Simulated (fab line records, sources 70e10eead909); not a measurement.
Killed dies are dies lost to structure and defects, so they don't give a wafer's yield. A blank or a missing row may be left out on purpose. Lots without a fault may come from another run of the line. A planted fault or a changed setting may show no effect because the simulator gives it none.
A struck lot beside a sound one | flow nand_harc | 15 steps out of a route of 1302
Sound: wafers L908.1, L908.4, L908.5. Struck: wafers L913.4, L913.5, L913.6. The cause comes at the end.
At each step with rows: each side's tool, then ch and its chambers, then its first start. Under that, the readings that differ: sound wafers | struck wafers | difference of the means | sigmas: that difference in standard deviations of wafers without a fault.
alike: readings whose means differ by less than 2 such deviations, and words and numbers that are the same on both sides. not compared: withheld readings, readings that some wafer has no value for, bounds like >300 that may hide the same value, and numbers for which the record gives no deviation and whose values overlap.
The two part at a step that has a row with sigmas, a row that says differs or no value, or rows on one side only. Numbers that don't overlap but have no deviation are shown without sigmas and don't part them. A reading that every wafer of one side lacks parts them only if that side has two wafers or more.

first, 1 step without rows for these wafers: NHARC_A_ONON_D1_DEP_06 (target thk 1000 nm).
NHARC_A_ONON_D1_THK_MEAS_08: measures by ellipsometry.
  sound on film_metro-02, day 11 22:21; struck on film_metro-01, day 14 00:07
  alike: thk_nm
then, 1 step without rows for these wafers: NHARC_A_ONON_D1_DEP_09 (target thk 1000 nm).
NHARC_A_ONON_D1_THK_MEAS_11: measures by ellipsometry.
  sound on film_metro-02, day 11 22:55; struck on film_metro-01, day 14 00:41
  alike: thk_nm
then, 1 step without rows for these wafers: NHARC_A_ONON_D1_DEP_12 (target thk 1000 nm).
NHARC_A_ONON_D1_THK_MEAS_14: measures by ellipsometry.
  sound on film_metro-01, day 11 23:29; struck on film_metro-01, day 14 01:15
  alike: thk_nm
then, 2 steps without rows for these wafers: NHARC_A_ONON_D1_ANNEAL_15 (time 3600 s); NHARC_A_ONON_D1_DEP_16 (target thk 1000 nm).
NHARC_A_ONON_D1_THK_MEAS_18: measures by ellipsometry.
  sound on film_metro-02, day 12 07:32; struck on film_metro-02, day 14 08:59
  alike: thk_nm
then, 1 step without rows for these wafers: NHARC_A_ONON_D1_DEP_19 (target thk 1000 nm).
NHARC_A_ONON_D1_THK_MEAS_21: measures by ellipsometry.
  sound on film_metro-02, day 12 08:06; struck on film_metro-02, day 14 09:33
  alike: thk_nm
NHARC_A_ONON_D1_DEP_22: target thk 1000 nm.
  sound on pecvd_onon-02 ch 0, day 12 08:10; struck on pecvd_onon-02 ch 0, day 14 09:47
NHARC_A_ONON_D1_THK_MEAS_24: measures by ellipsometry.
  sound on film_metro-02, day 12 08:41; struck on film_metro-02, day 14 10:07
  reading     | sound       | struck      | difference | sigmas
  thk_nm (nm) | 992 992 993 | 710 710 708 | -283       | -30
then, 2 steps without rows for these wafers: NHARC_A_ONON_D1_DEP_25 (target thk 1000 nm); NHARC_END_SORT_01.

WHERE THEY PART
Only at NHARC_A_ONON_D1_THK_MEAS_24, within this record.

WHY: what the simulator had put in
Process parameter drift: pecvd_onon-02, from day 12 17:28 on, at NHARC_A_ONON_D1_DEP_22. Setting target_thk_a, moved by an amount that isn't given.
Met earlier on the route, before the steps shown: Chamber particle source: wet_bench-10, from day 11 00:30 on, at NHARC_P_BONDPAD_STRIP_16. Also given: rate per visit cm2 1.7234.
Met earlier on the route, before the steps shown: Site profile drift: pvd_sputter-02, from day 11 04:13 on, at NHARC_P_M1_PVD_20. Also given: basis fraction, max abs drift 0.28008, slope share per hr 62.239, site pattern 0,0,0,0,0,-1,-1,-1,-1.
